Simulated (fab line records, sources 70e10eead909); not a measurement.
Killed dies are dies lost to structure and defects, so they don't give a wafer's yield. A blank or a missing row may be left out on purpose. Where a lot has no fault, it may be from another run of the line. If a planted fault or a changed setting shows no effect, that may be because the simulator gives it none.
8D (eight disciplines) problem report, filled in by code | flow nand-harc | the parts of the form that need people (team, actions taken, sign-off) are left out

== 1. WHAT IS WRONG ==
Mean of oes-product-au at NHARC_A_CHANNEL_HOLE_D1_ETCH_38: 0.866 a.u. across 4 wafers in 3 lots; on wafers with no fault it is 1.002 a.u. (standard deviation 0.0088). That is -15 standard deviations from the usual mean.
The step: etches the open film in CF4, target depth 39 nm, time 65 s.
Seen first at day 10 18:55 on rie-diel-10, wafer L113.2. At this step, 37 wafers from 13 lots have a number in the record. By rule, "out" or "out of limits" means more than 4 standard deviations away from the usual mean. The rest of the wafers with a number are treated as sound.

== 2. WHAT IT IS, AND WHAT IT ISN'T ==
question                    | is                             | is not
which readings at this step | oes-product-au                 | cf4-flow-sccm, drypump-motor-current-A, rf-fwd-power-W, rf-vpp-V, showerhead-plenum-p-Torr, throttle-valve-pct
which lots                  | L113, L115, L117               | L104, L106, L109, L110, L111, L121, L122, L124, L126, L127
which wafers of those lots  | L113.2, L115.2, L115.4, L117.2 | L113.1, L113.3, L117.1
read on which tools         | rie-diel-10                    | rie-diel-01
when                        | from day 10 18:55              | up to then (17 sound wafers); but 16 sound wafers of L117, L121, L122, L124, L126, L127 came after

== 3. SUSPECTS, AND WHAT RULES EACH OUT ==
Counting: if a tool at a process step up to the reading ran every lot that is out, it stays a suspect. Sound lots after the first of them don't rule it out here, since some wafers of a struck lot are sound.
- rie-diel-10 at NHARC_A_CHANNEL_HOLE_D1_ETCH_38 (etches the open film in CF4, target depth 39 nm, time 65 s): kept. It processed each lot that is out (first: L113, day 10 18:55); up to then, its last sound lot is L109 (day 9 08:23). On those wafers its own readings are out: oes-product-au.
Left after counting: rie-diel-10 at NHARC_A_CHANNEL_HOLE_D1_ETCH_38.

== 4. THE CAUSE (what the simulator had put in) ==
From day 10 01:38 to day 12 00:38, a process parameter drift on rie-diel-10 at NHARC_A_CHANNEL_HOLE_D1_ETCH_38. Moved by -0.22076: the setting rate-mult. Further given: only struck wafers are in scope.
After counting, this tool was the only one left.

== 5. THE CHAIN OF EFFECTS, in route order ==
One row per reading whose mean, taken over the struck wafers that have a number, lies over 3 standard deviations from the usual. Scope: only readings with a usual standard deviation given in the record; hours: median across lots of the time from each lot's start at the first step in this table that gives one to its start at this step; sigmas: change in usual standard deviations.
hours | step                            | reading        | usual      | on struck wafers | change | sigmas
0     | NHARC_A_CHANNEL_HOLE_D1_ETCH_38 | oes-product-au | 1.002 a.u. | 0.866            | -0.136 | -15
Process steps it contains:
- NHARC_A_CHANNEL_HOLE_D1_ETCH_38: etches the open film in CF4, target depth 39 nm, time 65 s.
Later steps that measure or inspect, where all struck wafers having a row at the step show a number for every such reading and not one has moved that far: NHARC_A_CHANNEL_HOLE_D1_CD_MEAS_18.

== 6. HOW IT WOULD HAVE BEEN CAUGHT EARLIER ==
17 hours passed between the start of the fault at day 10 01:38 and the first reading out of limits in this record, taken at day 10 18:55.
